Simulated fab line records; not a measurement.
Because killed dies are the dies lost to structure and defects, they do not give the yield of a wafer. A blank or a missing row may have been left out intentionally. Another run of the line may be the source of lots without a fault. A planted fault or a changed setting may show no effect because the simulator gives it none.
Chamber matching || flow nand-harc || NHARC_A_STAIRCASE_DESCUM_443 on rie-diel-10 has 4 sister chambers
The step chemistry O2, time 3 s. 8 wafers are shown with their chamber, then 9 later ones without.

EACH WAFER AND ITS CHAMBER
{"wafer": "L074.1", "chamber": 3, "drypump-motor-current-A (A)": 5.9, "showerhead-plenum-p-Torr (Torr)": 2.08}
{"wafer": "L079.3", "chamber": 3, "drypump-motor-current-A (A)": 5.9, "showerhead-plenum-p-Torr (Torr)": 2.07}
{"wafer": "L081.1", "chamber": 0, "drypump-motor-current-A (A)": 5.7, "showerhead-plenum-p-Torr (Torr)": 1.89}
{"wafer": "L083.2", "chamber": 2, "drypump-motor-current-A (A)": 5.7, "showerhead-plenum-p-Torr (Torr)": 1.88}
{"wafer": "L083.4", "chamber": 0, "drypump-motor-current-A (A)": 5.6, "showerhead-plenum-p-Torr (Torr)": 1.89}
{"wafer": "L086.3", "chamber": 1, "drypump-motor-current-A (A)": 5.2, "showerhead-plenum-p-Torr (Torr)": 1.94}
{"wafer": "L086.5", "chamber": 1, "drypump-motor-current-A (A)": 5.2, "showerhead-plenum-p-Torr (Torr)": 1.94}
{"wafer": "L086.6", "chamber": 2, "drypump-motor-current-A (A)": 5.7, "showerhead-plenum-p-Torr (Torr)": 1.87}

WAFERS MISSING THEIR CHAMBER
{"wafer": "L093.1", "drypump-motor-current-A (A)": 5.1, "showerhead-plenum-p-Torr (Torr)": 1.93}
{"wafer": "L093.2", "drypump-motor-current-A (A)": 5.8, "showerhead-plenum-p-Torr (Torr)": 2.05}
{"wafer": "L093.6", "drypump-motor-current-A (A)": 5.9, "showerhead-plenum-p-Torr (Torr)": 2.05}
{"wafer": "L095.1", "drypump-motor-current-A (A)": 5.9, "showerhead-plenum-p-Torr (Torr)": 2.05}
{"wafer": "L095.2", "drypump-motor-current-A (A)": 5.7, "showerhead-plenum-p-Torr (Torr)": 1.87}
{"wafer": "L095.5", "drypump-motor-current-A (A)": 5.6, "showerhead-plenum-p-Torr (Torr)": 1.87}
{"wafer": "L097.1", "drypump-motor-current-A (A)": 5.2, "showerhead-plenum-p-Torr (Torr)": 1.92}
{"wafer": "L097.3", "drypump-motor-current-A (A)": 5.7, "showerhead-plenum-p-Torr (Torr)": 1.87}
{"wafer": "L097.5", "drypump-motor-current-A (A)": 5.1, "showerhead-plenum-p-Torr (Torr)": 1.92}

CHAMBER TAKEN BY EACH
{"wafer": "L093.1", "from the rows above": 1, "in truth": 1}
{"wafer": "L093.2", "from the rows above": 3, "in truth": 3}
{"wafer": "L093.6", "from the rows above": 3, "in truth": 3}
{"wafer": "L095.1", "from the rows above": 3, "in truth": 3}
{"wafer": "L095.2", "from the rows above": 2, "in truth": 2}
{"wafer": "L095.5", "from the rows above": "can't be placed: 2 or 0", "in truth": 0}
{"wafer": "L097.1", "from the rows above": 1, "in truth": 1}
{"wafer": "L097.3", "from the rows above": 2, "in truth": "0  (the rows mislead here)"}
{"wafer": "L097.5", "from the rows above": 1, "in truth": 1}
Placed correctly: 7 of 9. Can't be placed from these rows: 1 (the true chamber is among the candidates in 1). Placed wrongly: 1.
How it was worked out, from the rows above alone: a wafer's distance from a chamber is the root of the sum, over the readings, of the square of ((its reading less the chamber's mean) divided by the reading's scatter). If the next closest chamber is less than 2 further off than the closest, the wafer can't be placed; otherwise it belongs to the closest. A chamber's mean is the mean of its shown wafers. The scatter: the root of (the sum of the squares of (reading less its chamber's mean) over the shown wafers, divided by (wafers less chambers)).
